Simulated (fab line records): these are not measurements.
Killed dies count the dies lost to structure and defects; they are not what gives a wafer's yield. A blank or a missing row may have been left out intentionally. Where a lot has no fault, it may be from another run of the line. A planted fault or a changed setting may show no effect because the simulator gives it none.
A lot that was struck, set against a sound lot ; flow nandHarc ; 15 out of 1159 route steps
Sound: these wafers, L737.4, L737.5, L737.6. Struck: wafers L753.3, L753.6 (left out: L753.1, a lot-mate that was not struck); the cause follows at the end.
Per side, at each step with rows, come the tool, then ch with its chambers, and then its first start. Under that, the readings that differ: sound wafers ; struck wafers ; difference of the means ; sigmas: that difference in standard deviations of wafers without a fault.
alike: readings whose means differ by less than 2 such deviations, and words and numbers that are the same on both sides. not compared: withheld readings, readings that some wafer has no value for, bounds like >300 that may hide the same value, and numbers for which the record gives no deviation and whose values overlap.
The two part at a step that has a row with sigmas, a row that says differs or no value, or rows on one side only. When numbers do not overlap yet have no deviation, they are printed without sigmas and do not part them. A reading missing from all wafers of one side parts the sides only when that side holds two or more wafers.

NHARC_A_CHANNEL_HOLE_D1_XSEM_31:
  sound on xsem-01 ch 0, day 8 22:37; struck on xsem-02 ch 0, day 13 03:30
  alike: botCdNm, bowNm, tiltDeg
NHARC_A_CHANNEL_HOLE_D1_INSPECT_40:
  sound on defectInspect-01 at day 8 22:42; struck on defectInspect-02 at day 13 03:36
  alike: rawDefectCount
then, 4 steps without rows for these wafers: NHARC_A_CHANNEL_FILL_D1_PRECLEAN_00 (cleans in SC1); NHARC_A_CHANNEL_FILL_D1_SRD_01; NHARC_A_CHANNEL_FILL_D1_ALD_02 (deposits SiO2, target thk 6 nm, pulse time 10 s, ald cycles 60); NHARC_A_CHANNEL_FILL_D1_ALD_03 (deposits SiNx, target thk 6 nm, pulse time 60 s, ald cycles 58).
NHARC_A_CHANNEL_FILL_D1_ALD_14: deposits SiO2, target thk 2.5 nm, pulse time 10 s, ald cycles 25.
  sound on aldHk-02 ch 0,1,3, day 9 07:57; struck on aldHk-02 ch 2,3, day 13 13:26
  alike: heaterPowerW, precursorPulseHeightRel
NHARC_A_CHANNEL_FILL_D1_ALD_15: deposits SiNx, target thk 2 nm, pulse time 60 s, ald cycles 19.
  sound on aldSinBatch-02 ch 0; struck on aldSinBatch-02 ch 0
  alike: precursorPulseHeightRel
then, 3 steps without rows for these wafers: NHARC_A_CHANNEL_FILL_D1_ALD_16 (deposits SiO2, target thk 1.5 nm, pulse time 10 s, ald cycles 15); NHARC_A_CHANNEL_FILL_D1_ANNEAL_17 (time 1800 s); NHARC_A_CHANNEL_FILL_D1_CVD_18 (deposits poly-Si, target thk 3 nm).
NHARC_A_CHANNEL_FILL_D1_ETCHBACK_19: etches the open film in HBr/Cl2, target depth 5 nm, time 1.7 s.
  sound on rieSi-06 ch 0,1,2, day 10 01:08; struck on rieSi-03 ch 0,3, day 14 06:53
  alike: biasW, drypumpMotorCurrentA, heBacksideLeakSccm, oesProductAu, throttleValvePct
  not compared: rfHoursCounterH
NHARC_A_CHANNEL_FILL_D1_ETCHBACK_20: etches the open film in C4F8/O2/Ar, target depth 27 nm, time 13.5 s.
  sound on rieDiel-05 ch 0,3, day 10 01:14; struck on rieDiel-05 ch 0, day 14 07:01
reading;sound;struck;difference;sigmas
oesProductAu (a.u.);1.00 0.99 0.99;0.77 0.76;-0.23;-6
  alike: biasW, rfVppV
  not compared: rfHoursCounterH
NHARC_A_CHANNEL_FILL_D1_STRIP_28: strips in O2, time 20 s.
  sound on rieDiel-05 ch 0,2,3, day 10 01:20; struck on rieDiel-05 ch 1, day 14 07:37
  alike: drypumpMotorCurrentA, oesProductAu, rfVppV, showerheadPlenumPTorr, throttleValvePct
  not compared: rfHoursCounterH
-- the record jumps here: 10 days lie between the struck wafers' starts before and after (it left off in module A_CHANNEL_FILL_D1 and takes up again in module END, whose first step shown is number 1159 of the route) --
NHARC_END_SORT_01:
  sound on prober-01 ch 0, day 19 17:51; struck on prober-01 ch 0, day 24 08:10
reading;sound;struck;difference;sigmas
killedAtArray;20 20 29;675 673;+651;+59
killedDies;25 23 31;677 676;+650;+59
  alike: killedAtOther, killedAtPeriphery, killedOpen, killedShort

== WHERE THEY PART ==
Last at NHARC_END_SORT_01 as far as this record goes, first at NHARC_A_CHANNEL_FILL_D1_ETCHBACK_20.

WHY: what had been put in by the simulator
rieDiel-05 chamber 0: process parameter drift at NHARC_A_CHANNEL_FILL_D1_ETCHBACK_20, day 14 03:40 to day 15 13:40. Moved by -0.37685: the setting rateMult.
